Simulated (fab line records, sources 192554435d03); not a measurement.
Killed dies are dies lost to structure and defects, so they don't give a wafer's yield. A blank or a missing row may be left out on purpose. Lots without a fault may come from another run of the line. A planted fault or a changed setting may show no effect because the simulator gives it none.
Chamber matching | flow n5_finfet | N5_MIM_BOT_ETCH_STRIP_01 on rie_diel-06: 4 sister chambers
The step strips in O2. 14 wafers are shown with their chamber, then 7 later ones without.

WAFERS WITH THEIR CHAMBER
wafer  | chamber | drypump_motor_current_A (A) | throttle_valve_pct (%) | rf_vpp_V (V)
L074.2 | 2       | 5.2                         | 16.94                  | 4.5
L074.3 | 3       | 5.9                         | 16.82                  | 3.1
L074.4 | 0       | 5.9                         | 16.36                  | 1.5
L076.2 | 3       | 5.9                         | 16.81                  | 2.2
L076.5 | 3       | 5.9                         | 16.84                  | 2.2
L076.6 | 2       | 5.3                         | 16.96                  | 5.1
L087.2 | 2       | 5.3                         | 16.52                  | 2.3
L087.3 | 1       | 6.1                         | 16.54                  | 5.1
L087.6 | 2       | 5.3                         | 16.52                  | 4.5
L088.1 | 2       | 5.2                         | 16.52                  | 4.5
L088.2 | 3       | 5.9                         | 16.89                  | 5.2
L088.4 | 0       | 5.9                         | 16.45                  | 1.1
L089.1 | 3       | 5.9                         | 16.85                  | 3.7
L089.4 | 1       | 6.1                         | 16.60                  | 2.0

SIGNATURES (means of the wafers above)
reading                 | chamber 0 | chamber 1 | chamber 2 | chamber 3 | scatter within a chamber
drypump_motor_current_A | 5.900     | 6.100     | 5.260     | 5.900     | 0.0346
throttle_valve_pct      | 16.4050   | 16.5700   | 16.6920   | 16.8420   | 0.152
rf_vpp_V                | 1.300     | 3.550     | 4.180     | 3.280     | 1.26
Rule: a wafer's distance from a chamber is the root of the sum, over the readings, of the square of ((its reading less the chamber's mean) divided by the reading's scatter). The wafer belongs to the nearest chamber; if the next one is less than 2 further off, it can't be placed. The scatter: the root of (the sum of the squares of (reading less its chamber's mean) over the shown wafers, divided by (wafers less chambers)).

WAFERS WITHOUT THEIR CHAMBER
wafer  | drypump_motor_current_A (A) | throttle_valve_pct (%) | rf_vpp_V (V)
L089.6 | 5.3                         | 16.55                  | 5.2
L091.1 | 5.3                         | 16.56                  | 6.3
L091.3 | 6.1                         | 16.63                  | 5.6
L091.4 | 5.9                         | 16.88                  | 5.2
L092.2 | 5.9                         | 16.42                  | 5.3
L092.4 | 6.1                         | 16.58                  | 5.1
L092.6 | 6.1                         | 16.61                  | 1.9

WHICH CHAMBER EACH WENT THROUGH
wafer  | from the rows above     | in truth
L089.6 | 2                       | 2
L091.1 | 2                       | 2
L091.3 | 1                       | 1
L091.4 | 3                       | 3
L092.2 | can't be placed: 0 or 3 | 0
L092.4 | 1                       | 1
L092.6 | 1                       | 1
Placed correctly: 6 of 7. Can't be placed from these rows: 1 (the true chamber is among the candidates in 1). Placed wrongly: 0.
